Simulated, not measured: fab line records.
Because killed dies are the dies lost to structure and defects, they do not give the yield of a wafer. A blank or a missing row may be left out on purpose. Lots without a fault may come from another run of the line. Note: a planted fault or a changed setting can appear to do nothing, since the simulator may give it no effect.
The tool behind it: which one? + flow nandHarc + 7 lots, 21 wafers sampled, at 1 step of a route of 1302

== WHAT EACH GAUGE READ, for each wafer ==
NHARC_P_GATE_INSPECT_68.
| lot  | measured     | on               | rawDefectCount |
|------|--------------|------------------|----------------|
| L254 | day 6 06:58  | defectInspect-01 | 241 153 123    |
| L256 | day 7 06:19  | defectInspect-02 | 309 225 150    |
| L259 | day 8 08:13  | defectInspect-02 | 250 162 262    |
| L261 | day 9 00:53  | defectInspect-02 | 174 159 177    |
| L267 | day 11 19:17 | defectInspect-02 | 182 190 252    |
| L273 | day 14 08:30 | defectInspect-01 | 184 177 222    |
| L276 | day 15 07:37 | defectInspect-02 | 129 136 218    |

== WHICH TOOL RAN EACH LOT (tool, then ch and the chambers of the sampled wafers, then the start) ==
No process step before these readings appears in the record.

== THE ANSWER, worked out from the rows above alone ==
Rule: usual is defined by the lots themselves. Put in order of their means at a reading, lots are off if they are a third of the lots or fewer, leave a main group of 4 or more, and stand apart from it by a gap of 3 or more times the standard deviation of the main group's means; of several such gaps the widest counts. Not used: any main group whose means are identical at the precision the tables above print for the reading. Also off: a lot with no number at a reading for which 4 or more lots have one. The other lots that the step has rows for count as sound.
No lot is off on any of the readings shown, so nothing can be concluded from this.

== WHAT THE SIMULATOR PUT IN ==
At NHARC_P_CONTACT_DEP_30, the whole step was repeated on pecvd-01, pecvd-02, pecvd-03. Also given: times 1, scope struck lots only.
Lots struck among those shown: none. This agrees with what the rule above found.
